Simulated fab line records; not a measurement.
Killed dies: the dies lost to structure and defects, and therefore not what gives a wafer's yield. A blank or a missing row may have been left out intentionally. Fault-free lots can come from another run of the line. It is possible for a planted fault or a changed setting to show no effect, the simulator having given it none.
A struck lot beside a sound one + flow nand_harc + 24 steps out of a route of 1302
Sound: wafers L461.1, L461.4, L461.5. The struck wafers were L468.2, L468.3, L468.5. The cause is named last.
At each step with rows: each side's tool, then ch and its chambers, then its first start. Under that, the readings that differ: sound wafers + struck wafers + difference of the means + sigmas: that difference in standard deviations of wafers without a fault.
alike: a reading whose means differ by less than 2 such deviations, as well as words and numbers matching on both sides. not compared: withheld readings; readings where some wafer has no value; bounds like >300 that might hide an equal value; numbers whose values overlap and for which the record gives no deviation.
A row with sigmas, a row that says differs or no value, or rows on one side alone: a step with any of these is where the two part. Non-overlapping numbers with no deviation appear without sigmas and do not part them. A reading that every wafer of one side lacks parts them only if that side has two wafers or more.

first, 11 steps without rows for these wafers: NHARC_A_CHANNEL_HOLE_D1_DESCUM_15 (chemistry O2, time 3 s); NHARC_A_CHANNEL_HOLE_D1_ETCH_38 (etches the open film in CF4, target depth 39 nm, time 65 s); NHARC_A_CHANNEL_HOLE_D1_ETCH_39 (etches the open film in N2/H2, target depth 260 nm, time 325 s); NHARC_A_CHANNEL_HOLE_D1_ETCH_34 (etches the open film in CF4/CHF3, target depth 154 nm, time 77 s); NHARC_A_CHANNEL_HOLE_D1_ETCH_16 (etches the open film in O2/COS, target depth 3100 nm, time 806 s); NHARC_A_CHANNEL_HOLE_D1_ETCH_19 (etches the open film in C4F8/O2/Ar, time 34.5 s); NHARC_A_CHANNEL_HOLE_D1_ETCH_20 (etches the open film in C4F8/O2/Ar, time 361.9 s, target depth 1600 nm); NHARC_A_CHANNEL_HOLE_D1_ETCH_21 (etches the open film in C4F8/O2/Ar, time 514.3 s, target depth 1600 nm); NHARC_A_CHANNEL_HOLE_D1_ETCH_22 (etches the open film in C4F8/O2/Ar, time 666.7 s, target depth 1600 nm); NHARC_A_CHANNEL_HOLE_D1_ETCH_23 (etches the open film in C4F8/O2/Ar, time 819 s, target depth 1600 nm); NHARC_A_CHANNEL_HOLE_D1_ETCH_24 (etches the open film in C4F8/O2/Ar, time 906.2 s, target depth 1500 nm).
NHARC_A_CHANNEL_HOLE_D1_ETCH_25: etches the open film in C4F8/O2/Ar, time 1040.2 s, target depth 1500 nm.
  sound on har_etch-02 ch 0,1, day 7 23:48; struck on har_etch-02 ch 0,1, day 11 11:46
  no value came back on the struck wafers for any of 6 readings (c4f8_flow_sccm (sccm), chamber_pressure_mTorr (mTorr) and others); on the sound wafers c4f8_flow_sccm (sccm) reads 93.97 93.64 93.60
  not compared: rf_hours_counter_h
then, 5 steps without rows for these wafers: NHARC_A_CHANNEL_HOLE_D1_ETCH_26 (etches the open film in C4F8/O2/Ar, time 224.1 s, target depth 300 nm); NHARC_A_CHANNEL_HOLE_D1_ETCH_33 (etches the open film in C4F8/O2/Ar, time 90 s, target depth 400 nm); NHARC_A_CHANNEL_HOLE_D1_STRIP_41 (strips in N2/H2); NHARC_A_CHANNEL_HOLE_D1_STRIP_42 (strips in CF4/CHF3); NHARC_A_CHANNEL_HOLE_D1_STRIP_43 (strips in O2/COS).
NHARC_A_CHANNEL_HOLE_D1_ETCH_44: etches the open film in CF4/O2, target depth 140 nm, overetch 14 nm, time 77 s.
  sound on rie_diel-09 ch 1,2, day 8 01:29; struck on rie_diel-09 ch 0,1,3, day 11 13:35
| reading                            | sound             | struck            | difference | sigmas |
|------------------------------------|-------------------|-------------------|------------|--------|
| o2_flow_sccm (sccm)                | 19.91 19.91 19.92 | 20.16 19.97 20.04 | +0.14      | +2     |
| model.A_CHANNEL_HOLE_D1.cd_nm (nm) | 91.89 88.94 88.41 | 99.55 99.95 97.78 | +9.35      |        |
  alike: bias_w, cf4_flow_sccm, drypump_motor_current_A, oes_product_au, rf_vpp_V, showerhead_plenum_p_Torr, throttle_valve_pct
  not compared: rf_hours_counter_h
then, 3 steps without rows for these wafers: NHARC_A_CHANNEL_HOLE_D1_STRIP_27 (strips in O2); NHARC_A_CHANNEL_HOLE_D1_PRECLEAN_28 (cleans in SC1); NHARC_A_CHANNEL_HOLE_D1_SRD_29.
NHARC_A_CHANNEL_HOLE_D1_CD_MEAS_30:
  sound on cd_sem-01 at day 8 02:17; struck on cd_sem-03 at day 11 14:24
| reading    | sound          | struck        | difference | sigmas |
|------------|----------------|---------------|------------|--------|
| cd_nm (nm) | 92.6 88.4 88.8 | -0.2 -0.1 0.2 | -90.0      | -64    |
NHARC_A_CHANNEL_HOLE_D1_XSEM_31:
  sound on xsem-01 ch 0, day 8 02:22; struck on xsem-01 ch 0, day 11 14:29
| reading        | sound          | struck         | difference | sigmas |
|----------------|----------------|----------------|------------|--------|
| bot_cd_nm (nm) | 77.0 72.0 73.1 | 0.0 0.0 0.0    | -74.0      | -53    |
| bow_nm (nm)    | 8.76 8.87 8.76 | 0.20 0.20 0.20 | -8.60      | -30    |
  alike: tilt_deg
-- break in the record here, with 15 days between the starts of the struck wafers on either side (left off in module A_CHANNEL_HOLE_D1, picked up again in module END, where the first step shown is number 1302 on the route) --
NHARC_END_SORT_01:
  sound on prober-01 ch 0, day 25 18:02; struck on prober-02 ch 0, day 27 01:37
| reading         | sound    | struck      | difference | sigmas |
|-----------------|----------|-------------|------------|--------|
| killed_at_array | 72 74 67 | 677 675 676 | +605       | +34    |
| killed_dies     | 78 77 74 | 677 677 677 | +601       | +35    |
  alike: killed_at_other, killed_at_periphery, killed_open, killed_short

## WHERE THEY PART
First at NHARC_A_CHANNEL_HOLE_D1_ETCH_25; last, within this record, at NHARC_END_SORT_01.

WHY: the cause the simulator had injected
Whole step skipped at NHARC_A_CHANNEL_HOLE_D1_ETCH_25 on har_etch-02, starting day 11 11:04. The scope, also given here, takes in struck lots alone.
